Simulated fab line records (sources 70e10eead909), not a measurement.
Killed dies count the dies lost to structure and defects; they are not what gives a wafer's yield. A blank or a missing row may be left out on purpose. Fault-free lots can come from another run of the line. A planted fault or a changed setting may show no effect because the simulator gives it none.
Comparing a struck lot with a sound one + flow nand-harc + 10 steps out of a route of 1302
Sound: these wafers, L334.2, L334.4, L334.6. Wafers struck: L338.2, L338.4, L338.6. The cause is named last.
Each step with rows lists, per side, the tool, then ch with its chambers, then its first start. Under that, the readings that differ: sound wafers + struck wafers + difference of the means + sigmas: that difference in standard deviations of wafers without a fault.
alike: readings whose means differ by less than 2 such deviations, and words and numbers that are the same on both sides. not compared: withheld readings, readings that some wafer has no value for, bounds like >300 that may hide the same value, and numbers for which the record gives no deviation and whose values overlap.
The two part at a step that has a row with sigmas, a row that says differs or no value, or rows on one side only. When numbers do not overlap yet have no deviation, they are printed without sigmas and do not part them. A reading that every wafer of one side lacks parts them only if that side has two wafers or more.

first, 1 step without rows for these wafers: NHARC_A_WL_FILL_SRD_14.
NHARC_A_WL_FILL_ALD_19: deposits TiN, target thk 2 nm, pulse time 3 s, ald cycles 100.
  sound on ald-metal-02 ch 1,2,3, day 21 12:52; struck on ald-metal-03 ch 0,2,3, day 23 08:06
  alike: heater-power-w, precursor-pulse-height-rel
NHARC_A_WL_FILL_CVD_20: deposits W, target thk 100 nm, time 74 s.
  sound on cvd-w-01 ch 0,1; struck on cvd-w-02 ch 1
  alike: heater-power-w, throttle-valve-pct
NHARC_A_WL_FILL_CMP_12: polishes, t overpolish 30 s, target thk 100 nm.
  sound on cmp-02 ch 0,2,3, day 21 13:14; struck on cmp-03 ch 0,3, day 23 08:28
  alike: motor-current-A, overpolish-run-s, time-to-endpoint-s
after that, 1 step had no rows for these wafers: NHARC_A_WL_FILL_SRD_31.
NHARC_A_WL_FILL_INSPECT_15:
  sound on defect-inspect-02 at day 21 13:43; struck on defect-inspect-02 at day 23 08:55
  alike: raw-defect-count
NHARC_A_CONTACT_DEP_24: deposits SiO2, target thk 500 nm.
  sound on pecvd-04 ch 0,1,2, day 21 13:47; struck on pecvd-02 ch 0,1, day 23 09:07
  alike: chamber-pressure-Torr, heater-power-outer-w, heater-power-w, throttle-valve-pct
NHARC_A_CONTACT_DEP_28: deposits aC, target thk 7000 nm.
  sound on acl-dep-03 ch 0, day 21 16:23; struck on acl-dep-03 ch 0, day 23 11:46
  alike: susceptor-temp-C, throttle-valve-pct
NHARC_A_CONTACT_DEP_29: deposits SiON, target thk 100 nm.
  sound on pecvd-02 ch 0,1,2, day 21 19:56; struck on pecvd-04 ch 0,1,2, day 23 15:25
  no value came back on the struck wafers for chamber-pressure-Torr (Torr), heater-power-outer-w (W), heater-power-w (W); on the sound wafers chamber-pressure-Torr (Torr) reads 3.488 3.504 3.490
then, 1 step without rows for these wafers: NHARC_A_CONTACT_DEHYDRATE_32 (time 120 s).

## WHERE THEY PART
NHARC_A_CONTACT_DEP_29 only, going by this record.

WHY: the cause the simulator had injected
Beginning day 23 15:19, the whole step at NHARC_A_CONTACT_DEP_29 was skipped on pecvd-04. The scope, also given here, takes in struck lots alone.
